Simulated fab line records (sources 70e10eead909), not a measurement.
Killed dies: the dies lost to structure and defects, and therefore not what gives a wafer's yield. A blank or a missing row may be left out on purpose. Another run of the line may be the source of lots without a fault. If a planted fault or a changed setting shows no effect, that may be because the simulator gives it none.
Matching of chambers :: flow nand harc :: NHARC_P_M1_CMP_23 on cmp-01 has 4 sister chambers
The step polishes, t overpolish 20 s, target thk 157.82 nm. 8 wafers are shown with their chamber, then 11 later ones without.

WAFERS WITH THEIR CHAMBER
wafer: L081.5
chamber: 3
motor current A (A): 10.8
time to endpoint s (s): 32.4

wafer: L085.3
chamber: 2
motor current A (A): 11.4
time to endpoint s (s): 27.8

wafer: L085.4
chamber: 0
motor current A (A): 10.3
time to endpoint s (s): 31.8

wafer: L085.5
chamber: 1
motor current A (A): 10.6
time to endpoint s (s): 28.5

wafer: L087.2
chamber: 0
motor current A (A): 9.8
time to endpoint s (s): 28.6

wafer: L087.3
chamber: 3
motor current A (A): 10.3
time to endpoint s (s): 29.0

wafer: L087.4
chamber: 1
motor current A (A): 10.3
time to endpoint s (s): 30.1

wafer: L088.2
chamber: 2
motor current A (A): 11.9
time to endpoint s (s): 29.3

WAFERS WITH NO CHAMBER GIVEN
wafer: L088.4
motor current A (A): 10.1
time to endpoint s (s): 30.2

wafer: L088.5
motor current A (A): 10.2
time to endpoint s (s): 27.9

wafer: L092.1
motor current A (A): 10.3
time to endpoint s (s): 30.1

wafer: L092.2
motor current A (A): 10.6
time to endpoint s (s): 28.9

wafer: L092.5
motor current A (A): 10.4
time to endpoint s (s): 28.1

wafer: L095.1
motor current A (A): 10.3
time to endpoint s (s): 25.5

wafer: L095.2
motor current A (A): 10.6
time to endpoint s (s): 26.1

wafer: L095.4
motor current A (A): 10.4
time to endpoint s (s): 25.8

wafer: L097.1
motor current A (A): 9.8
time to endpoint s (s): 25.3

wafer: L097.2
motor current A (A): 10.9
time to endpoint s (s): 26.7

wafer: L097.5
motor current A (A): 9.6
time to endpoint s (s): 26.8

WHICH CHAMBER EACH WENT THROUGH
wafer: L088.4
from the rows above: can't be placed: 0 or 1 or 3
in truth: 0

wafer: L088.5
from the rows above: can't be placed: 1 or 0 or 3
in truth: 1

wafer: L092.1
from the rows above: can't be placed: 1 or 0 or 3
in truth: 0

wafer: L092.2
from the rows above: can't be placed: 1 or 3 or 0
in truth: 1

wafer: L092.5
from the rows above: can't be placed: 1 or 3 or 0
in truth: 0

wafer: L095.1
from the rows above: can't be placed: 1 or 0 or 3
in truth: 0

wafer: L095.2
from the rows above: can't be placed: 1 or 3 or 0 or 2
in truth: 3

wafer: L095.4
from the rows above: can't be placed: 1 or 0 or 3
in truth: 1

wafer: L097.1
from the rows above: can't be placed: 0 or 1 or 3
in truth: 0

wafer: L097.2
from the rows above: can't be placed: 1 or 3 or 2 or 0
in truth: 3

wafer: L097.5
from the rows above: can't be placed: 0 or 1 or 3
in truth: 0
Correctly placed: 0 of 11. Can't be placed from these rows: 11 (the true chamber is among the candidates in 11). Wrongly placed: 0.
How it was worked out, from the rows above alone: a wafer's distance from a chamber is the root of the sum, over the readings, of the square of ((its reading less the chamber's mean) divided by the reading's scatter). If the next closest chamber is less than 2 further off than the closest, the wafer can't be placed; otherwise it belongs to the closest. The mean given for a chamber averages the wafers shown for that chamber. The scatter: the root of (the sum of the squares of (reading less its chamber's mean) over the shown wafers, divided by (wafers less chambers)).
